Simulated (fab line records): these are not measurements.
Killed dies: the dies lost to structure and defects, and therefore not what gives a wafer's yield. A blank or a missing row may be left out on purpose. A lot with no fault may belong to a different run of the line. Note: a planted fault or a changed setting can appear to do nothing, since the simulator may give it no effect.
Chamber matching    flow nand_harc    NHARC_A_STAIRCASE_ETCH_169 on rie_diel-01 has 4 sister chambers
The step etches the open film in CH3F/O2, target depth 50 nm, time 107.1 s. 4 wafers are shown with their chamber, then 8 later ones without.

WAFERS, EACH WITH ITS CHAMBER
wafer   chamber  showerhead_plenum_p_Torr (Torr)
L086.6  1        2.35
L087.4  3        2.47
L087.6  2        2.53
L087.2  0        2.33

WAFERS WITH NO CHAMBER GIVEN
wafer   showerhead_plenum_p_Torr (Torr)
L087.3  2.35
L087.5  2.47
L089.1  2.35
L089.3  2.47
L089.6  2.35
L095.1  2.34
L095.2  2.47
L095.4  2.52

WHICH CHAMBER EACH ONE RAN IN
wafer   from the rows above      in truth
L087.3  1                        1
L087.5  3                        3
L089.1  1                        1
L089.3  3                        3
L089.6  1                        1
L095.1  can't be placed: 0 or 1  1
L095.2  3                        3
L095.4  2                        2
Correct placement for 7 of the 8. These rows do not allow placing 1 (true chamber among the candidates in 1). Number placed wrongly: 0.
How it was worked out, from the rows above alone: a wafer's distance from a chamber is the root of the sum, over the readings, of the square of ((its reading less the chamber's mean) divided by the reading's scatter). If the next closest chamber is less than 2 further off than the closest, the wafer can't be placed; otherwise it belongs to the closest. A chamber's mean is the mean of its shown wafers. The scatter: root of mean squared gap, hidden wafer to nearest shown wafer, with one shown wafer a chamber.
